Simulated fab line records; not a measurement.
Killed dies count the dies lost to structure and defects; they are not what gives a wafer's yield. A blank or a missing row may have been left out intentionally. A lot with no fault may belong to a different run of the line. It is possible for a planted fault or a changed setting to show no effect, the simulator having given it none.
The same fault as seen by 2 desks ; flow nandHarc ; numbers are kept per desk, each desk with only its own; the story behind them comes last

== TOOL OWNER'S DESK, rieDiel-10 ==
The tool's own readings at NHARC_A_STAIRCASE_ETCHBACK_157 (etches the open film in CH3F/O2, target depth 90 nm, time 167.14 s): means of the sampled wafers that have a number, for each lot that ran on this tool. The brackets show how far a lot's mean lies from the usual mean; more than 4 standard deviations puts the lot out of limits, marked OUT.
Columns: A = ch3fFlowSccm at NHARC_A_STAIRCASE_ETCHBACK_157, usual 49.99 sccm; B = drypumpMotorCurrentA at NHARC_A_STAIRCASE_ETCHBACK_157, usual 5.7 A; C = oesProductAu at NHARC_A_STAIRCASE_ETCHBACK_157, usual 0.98 a.u.; D = rfVppV at NHARC_A_STAIRCASE_ETCHBACK_157, usual 244.9 V; E = runLengthS at NHARC_A_STAIRCASE_ETCHBACK_157, usual 188.4 s; F = showerheadPlenumPTorr at NHARC_A_STAIRCASE_ETCHBACK_157, usual 2.50 Torr; G = throttleValvePct at NHARC_A_STAIRCASE_ETCHBACK_157, usual 20.663 %
lot;first seen here;A;B;C;D;E;F;G
L595;day 19 13:28;49.98;5.7;1.00;245.7;188.1;2.55;20.661
L610;day 24 22:04;49.94;5.6;0.97;246.3;171.8 (-30) OUT;2.59;20.664
L609;day 24 22:11;50.02;5.7;0.99;246.3;171.4 (-31) OUT;2.53;20.662
Finding of this desk: L609, L610 out of limits; the first was L610 at day 24 22:04, on runLengthS at NHARC_A_STAIRCASE_ETCHBACK_157. In limits: L595.

== THE METROLOGY DESK ==
What the gauges read for every lot (on any tool): the sampled wafers with a number, averaged. The brackets show how far a lot's mean lies from the usual mean; more than 4 standard deviations puts the lot out of limits, marked OUT.
Columns: A = overlayXNm at NHARC_A_SGD_CUT_OVL_MEAS_10, usual -0.1 nm; B = overlayYNm at NHARC_A_SGD_CUT_OVL_MEAS_10, usual 0.0 nm
lot;first seen here;A;B
L595;day 19 15:25;0.6;0.7
L596;day 19 21:41;0.6;-0.4
L597;day 20 05:18;-0.5;0.4
L599;day 20 17:24;-0.7;0.0
L600;day 21 16:20;-0.1;-0.2
L602;day 21 23:59;0.3;-0.8
L604;day 22 17:59;-0.1;-0.2
L610;day 24 23:51;-1.2;0.7
L609;day 25 00:01;0.4;0.4
L616;day 27 22:33;0.6;1.3
L615;day 27 23:44;0.0;-0.5
L618;day 28 08:08;0.4;-1.2
This desk's verdict: no lot among the 12 shows anything out of limits.

== PUT TOGETHER ==
The tool owner's desk could have raised an alarm at day 24 22:04, on L609, L610.
At the metrology desk, nothing out of limits was observed.
The metrology desk has L609, L610 on record, within its limits.
Every lot named ran NHARC_A_STAIRCASE_ETCHBACK_157 on rieDiel-10.

== WHAT THE SIMULATOR HAD PUT IN ==
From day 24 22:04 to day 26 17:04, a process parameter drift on rieDiel-10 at NHARC_A_STAIRCASE_ETCHBACK_157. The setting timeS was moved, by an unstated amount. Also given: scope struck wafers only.
Lots struck among those shown: L609, L610.
